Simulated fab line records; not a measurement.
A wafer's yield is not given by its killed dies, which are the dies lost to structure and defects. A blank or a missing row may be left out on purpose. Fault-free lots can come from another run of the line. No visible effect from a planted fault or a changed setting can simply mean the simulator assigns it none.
Struck lot and sound lot, side by side    flow n5_finfet    14 out of 1938 route steps
Sound: wafers L734.1, L734.2, L734.6. The struck wafers were L739.2, L739.3, L739.6. The cause is given at the end.
Order at every step that has rows: each side's tool, ch and its chambers, its first start. Under that, the readings that differ: sound wafers    struck wafers    difference of the means    sigmas: that difference in standard deviations of wafers without a fault.
alike: readings whose means differ by less than 2 such deviations, and words and numbers that are the same on both sides. not compared: withheld readings, readings that some wafer has no value for, bounds like >300 that may hide the same value, and numbers for which the record gives no deviation and whose values overlap.
A row with sigmas, a row that says differs or no value, or rows on one side alone: a step with any of these is where the two part. Non-overlapping numbers with no deviation appear without sigmas and do not part them. A reading that every wafer of one side lacks parts them only if that side has two wafers or more.

N5_START_INSPECT_01: inspects for defects (unpatterned scan).
  sound on defect_inspect-01, day 3 18:02; struck on defect_inspect-02, day 5 00:02
  alike: raw_defect_count
then, 2 steps without rows for these wafers: N5_ZERO_LAYER_PRECLEAN_00 (cleans in SPM, time 600 s); N5_ZERO_LAYER_SRD_01 (time 30 s, dry time 30 s).
N5_ZERO_LAYER_PECVD_02: deposits SiO2 from SiH4/N2O, target thk 10 nm, time 6 s.
  sound on pecvd-04 ch 0,1,2, day 3 18:17; struck on pecvd-01 ch 1,2, day 5 00:17
  alike: heater_power_w, showerhead_plenum_p_Torr
then, 4 steps without rows for these wafers: N5_ZERO_LAYER_HMDS_04 (time 60 s); N5_ZERO_LAYER_COAT_05 (resist thk 1000 nm); N5_ZERO_LAYER_EBR_07; N5_ZERO_LAYER_SOFTBAKE_06 (time 90 s).
N5_ZERO_LAYER_EXPOSE_08: exposes mask ZERO, defocus 0 nm, target cd 2000 nm.
  sound on krf_scanner-01 ch 0, day 3 18:36; struck on krf_scanner-02 ch 0, day 5 00:36
reading               sound              struck             difference  sigmas
exposure_dose_mJ_cm2  16.36 16.37 16.38  16.67 16.69 16.68  +0.31       +3
  alike: mask, focus_offset_nm, reticle_temp_C
then, 3 steps without rows for these wafers: N5_ZERO_LAYER_PEB_09; N5_ZERO_LAYER_DEVELOP_10 (develop time 60 s); N5_ZERO_LAYER_HARDBAKE_23 (time 120 s).
N5_ZERO_LAYER_CD_MEAS_11 targets a cd of 2000 nm.
  sound on cd_sem-01 ch 0, day 3 18:47; struck on cd_sem-02 ch 0, day 5 00:46
reading     sound                 struck                difference  sigmas
cd_nm (nm)  1998.7 2000.4 1999.2  2007.2 2006.5 2006.4  +7.3        +6
N5_ZERO_LAYER_DESCUM_16: chemistry O2, time 7.9 s.
  sound on rie_diel-02 ch 1,2, day 3 18:49; struck on rie_diel-06 ch 0,2,3, day 5 00:48
  alike: drypump_motor_current_A, o2_flow_sccm, oes_product_au, rf_vpp_V, showerhead_plenum_p_Torr, throttle_valve_pct
  not compared: rf_hours_counter_h

WHERE THEY PART
Last at N5_ZERO_LAYER_CD_MEAS_11 as far as this record goes, first at N5_ZERO_LAYER_EXPOSE_08. Later steps at which nothing parts them and some readings are alike: N5_ZERO_LAYER_DESCUM_16.

WHY: the cause the simulator had injected
Drift in process parameters on krf_scanner-02 at N5_ZERO_LAYER_EXPOSE_08, starting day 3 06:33. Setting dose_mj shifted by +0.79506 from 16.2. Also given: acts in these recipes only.
